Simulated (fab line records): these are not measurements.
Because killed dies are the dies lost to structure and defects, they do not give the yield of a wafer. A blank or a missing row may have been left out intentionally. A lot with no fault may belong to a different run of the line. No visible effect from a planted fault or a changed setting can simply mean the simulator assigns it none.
Chamber matching -- flow n5Finfet -- N5_BEOL_M12_ETCH_38 on rieDiel-04: 4 sister chambers
The step etches SiCN in CF4/N2, target depth 68.7 nm, time 73.4 s. 7 wafers are shown with their chamber, then 7 later ones without.

## WAFERS PAIRED WITH THEIR CHAMBERS
wafer,chamber,drypumpMotorCurrentA (A),showerheadPlenumPTorr (Torr)
L090.3,3,5.1,2.23
L090.5,1,5.6,2.13
L097.3,2,5.1,2.15
L097.4,0,6.1,2.32
L097.5,1,5.5,2.12
L091.1,0,6.1,2.32
L091.2,2,5.1,2.15

## WAFERS WITHOUT THEIR CHAMBER
wafer,drypumpMotorCurrentA (A),showerheadPlenumPTorr (Torr)
L091.3,5.6,2.12
L093.1,5.6,2.12
L093.4,5.1,2.23
L093.5,5.1,2.15
L082.1,5.2,2.15
L082.3,5.6,2.12
L082.6,6.1,2.32

## THE CHAMBER EACH PASSED THROUGH
wafer,from the rows above,in truth
L091.3,1,1
L093.1,1,1
L093.4,3,3
L093.5,2,2
L082.1,2,2
L082.3,1,1
L082.6,0,0
7 of 7 placed correctly. From these rows, 0 cannot be placed. Placed wrongly: 0.
How it was worked out, from the rows above alone: a wafer's distance from a chamber is the root of the sum, over the readings, of the square of ((its reading less the chamber's mean) divided by the reading's scatter). If the next closest chamber is less than 2 further off than the closest, the wafer can't be placed; otherwise it belongs to the closest. Each chamber's mean is taken over the wafers shown for it. The scatter is the square root of a quotient: the sum, over the shown wafers, of each reading's squared deviation from its chamber's mean, divided by wafers minus chambers.
